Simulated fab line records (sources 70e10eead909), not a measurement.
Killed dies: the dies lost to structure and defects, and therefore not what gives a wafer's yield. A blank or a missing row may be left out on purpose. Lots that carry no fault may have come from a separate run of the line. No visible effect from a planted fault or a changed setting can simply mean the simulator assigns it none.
Chamber matching ; flow nand harc ; ald hk-01 running NHARC_A_STAIRCASE_ALD_415: 4 sister chambers
The step deposits SiO2, target thk 30 nm, pulse time 6 s, ald cycles 300. 30 wafers are shown with their chamber, then 12 later ones without.

== EACH WAFER AND ITS CHAMBER ==
wafer;chamber;heater power w (W);precursor pulse height rel
L079.1;1;385;0.981
L079.4;0;513;1.019
L079.5;3;450;0.984
L078.2;1;364;0.971
L078.5;1;380;0.987
L078.6;0;509;1.031
L080.2;2;427;1.016
L080.5;3;448;1.028
L080.6;2;427;1.015
L082.3;2;429;1.025
L082.4;3;444;1.007
L082.5;2;437;0.992
L082.1;1;379;0.990
L082.2;0;541;1.021
L082.6;3;450;1.029
L081.2;1;381;1.004
L081.5;0;528;0.995
L081.6;3;457;0.992
L083.3;1;374;0.996
L083.4;2;429;0.996
L083.5;3;450;1.034
L085.2;1;387;1.048
L085.3;0;526;0.956
L085.4;3;460;0.997
L086.3;2;433;0.977
L086.4;1;373;0.990
L086.6;0;526;0.987
L088.2;1;389;1.011
L088.5;0;518;1.003
L088.6;1;392;1.000

SIGNATURES (averages over the wafers above)
reading;chamber 0;chamber 1;chamber 2;chamber 3;scatter within a chamber
heater power w;523.00;380.40;430.33;451.29;7.8
precursor pulse height rel;1.00171;0.99780;1.00350;1.01014;0.0214
Rule: a wafer's distance from a chamber is the root of the sum, over the readings, of the square of ((its reading less the chamber's mean) divided by the reading's scatter). If the next closest chamber is less than 2 further off than the closest, the wafer can't be placed; otherwise it belongs to the closest. The scatter is the square root of a quotient: the sum, over the shown wafers, of each reading's squared deviation from its chamber's mean, divided by wafers minus chambers.

== WAFERS WHOSE CHAMBER IS MISSING ==
wafer;heater power w (W);precursor pulse height rel
L090.1;382;1.004
L090.3;540;0.986
L090.4;431;0.984
L091.2;455;1.008
L091.3;385;1.021
L091.4;438;0.995
L095.2;437;1.022
L095.4;389;0.999
L095.1;525;1.023
L095.3;439;1.017
L095.5;459;0.990
L095.6;544;0.995

== WHICH CHAMBER EACH WENT THROUGH ==
wafer;from the rows above;in truth
L090.1;1;1
L090.3;0;0
L090.4;can't be placed: 2 or 3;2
L091.2;3;3
L091.3;1;1
L091.4;can't be placed: 2 or 3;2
L095.2;can't be placed: 2 or 3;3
L095.4;1;1
L095.1;0;0
L095.3;can't be placed: 2 or 3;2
L095.5;3;3
L095.6;0;0
Placed correctly: 8 of 12. Not placeable from these rows: 4 (in 4, the candidates include the true chamber). Wrongly placed: 0.
